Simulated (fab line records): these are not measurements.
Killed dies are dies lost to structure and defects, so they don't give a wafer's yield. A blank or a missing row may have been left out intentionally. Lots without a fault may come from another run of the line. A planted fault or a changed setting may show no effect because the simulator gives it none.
Chamber matching -- flow n5Finfet -- N5_MOL_CONTACT_COAG_VIA_ETCH_117 on rieDiel-04 has 4 sister chambers
The step etches SiO2 in C4F6/O2, target depth 40 nm, overetch 8 nm, time 26 s. 7 wafers are shown with their chamber, then 12 later ones without.

WAFERS PAIRED WITH THEIR CHAMBERS
wafer,chamber,drypumpMotorCurrentA (A),rfVppV (V)
L083.4,0,6.0,1608
L093.1,1,5.9,1551
L093.2,3,5.3,1592
L093.3,2,6.4,1609
L094.2,3,5.3,1595
L094.4,2,6.5,1611
L094.6,1,5.9,1550

WAFERS MISSING THEIR CHAMBER
wafer,drypumpMotorCurrentA (A),rfVppV (V)
L095.3,6.0,1608
L095.4,5.9,1549
L095.6,5.9,1550
L096.1,6.5,1610
L096.2,5.9,1551
L096.6,6.0,1609
L097.1,5.3,1593
L097.2,5.9,1549
L097.3,6.0,1608
L097.4,5.9,1608
L097.5,5.3,1594
L097.6,5.9,1550

WHICH CHAMBER EACH ONE RAN IN
wafer,from the rows above,in truth
L095.3,0,0
L095.4,1,1
L095.6,1,1
L096.1,2,2
L096.2,1,1
L096.6,0,0
L097.1,3,3
L097.2,1,1
L097.3,0,0
L097.4,0,0
L097.5,3,3
L097.6,1,1
Placed correctly: 12 of 12. Number that these rows cannot place: 0. Placed wrongly: 0.
How it was worked out, from the rows above alone: a wafer's distance from a chamber is the root of the sum, over the readings, of the square of ((its reading less the chamber's mean) divided by the reading's scatter). If the next closest chamber is less than 2 further off than the closest, the wafer can't be placed; otherwise it belongs to the closest. For every chamber, the mean is computed from those of its wafers that are shown. The scatter is the square root of a quotient: the sum, over the shown wafers, of each reading's squared deviation from its chamber's mean, divided by wafers minus chambers.
